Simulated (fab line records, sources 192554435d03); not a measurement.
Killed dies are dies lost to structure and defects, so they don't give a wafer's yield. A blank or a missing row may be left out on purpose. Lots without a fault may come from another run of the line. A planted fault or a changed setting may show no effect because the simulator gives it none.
Chamber matching | flow n5_finfet | N5_BEOL_M12_DEP_53 on pecvd-03: 3 sister chambers
The step deposits SiCN from 3MS/NH3, target thk 30 nm, time 10.5 s. 16 wafers are shown with their chamber, then 8 later ones without.

WAFERS WITH THEIR CHAMBER
wafer  | chamber | throttle_valve_pct (%) | showerhead_vpp_V (V) | showerhead_plenum_p_Torr (Torr)
L075.2 | 0       | 17.9                   | 1583                 | 4.176
L075.3 | 2       | 17.4                   | 1684                 | 4.181
L075.5 | 2       | 17.3                   | 1675                 | 4.170
L074.4 | 2       | 17.2                   | 1679                 | 4.175
L074.5 | 0       | 18.0                   | 1618                 | 4.169
L074.6 | 1       | 20.7                   | 1566                 | 4.159
L082.1 | 1       | 20.8                   | 1592                 | 4.162
L082.4 | 1       | 20.7                   | 1583                 | 4.155
L082.5 | 0       | 18.0                   | 1614                 | 4.159
L084.1 | 2       | 17.6                   | 1653                 | 4.176
L084.2 | 0       | 18.2                   | 1591                 | 4.160
L084.6 | 1       | 20.7                   | 1595                 | 4.163
L085.3 | 0       | 18.0                   | 1631                 | 4.158
L085.4 | 1       | 20.9                   | 1593                 | 4.160
L085.5 | 0       | 18.1                   | 1614                 | 4.158
L090.3 | 2       | 17.6                   | 1656                 | 4.186

SIGNATURES (means of the wafers above)
reading                  | chamber 0 | chamber 1 | chamber 2 | scatter within a chamber
throttle_valve_pct       | 18.033    | 20.760    | 17.420    | 0.128
showerhead_vpp_V         | 1608.50   | 1585.80   | 1669.40   | 15.1
showerhead_plenum_p_Torr | 4.16333   | 4.15980   | 4.17760   | 0.006
Rule: a wafer's distance from a chamber is the root of the sum, over the readings, of the square of ((its reading less the chamber's mean) divided by the reading's scatter). The wafer belongs to the nearest chamber; if the next one is less than 2 further off, it can't be placed. The scatter: the root of (the sum of the squares of (reading less its chamber's mean) over the shown wafers, divided by (wafers less chambers)).

WAFERS WITHOUT THEIR CHAMBER
wafer  | throttle_valve_pct (%) | showerhead_vpp_V (V) | showerhead_plenum_p_Torr (Torr)
L090.5 | 17.4                   | 1636                 | 4.172
L090.6 | 17.8                   | 1643                 | 4.172
L092.2 | 18.0                   | 1603                 | 4.163
L092.4 | 21.0                   | 1562                 | 4.160
L092.6 | 17.6                   | 1640                 | 4.169
L095.1 | 20.9                   | 1590                 | 4.168
L095.4 | 17.9                   | 1595                 | 4.169
L095.5 | 17.6                   | 1656                 | 4.169

WHICH CHAMBER EACH WENT THROUGH
wafer  | from the rows above     | in truth
L090.5 | 2                       | 2
L090.6 | can't be placed: 0 or 2 | 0
L092.2 | 0                       | 0
L092.4 | 1                       | 1
L092.6 | can't be placed: 2 or 0 | 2
L095.1 | 1                       | 1
L095.4 | 0                       | 0
L095.5 | 2                       | 2
Placed correctly: 6 of 8. Can't be placed from these rows: 2 (the true chamber is among the candidates in 2). Placed wrongly: 0.
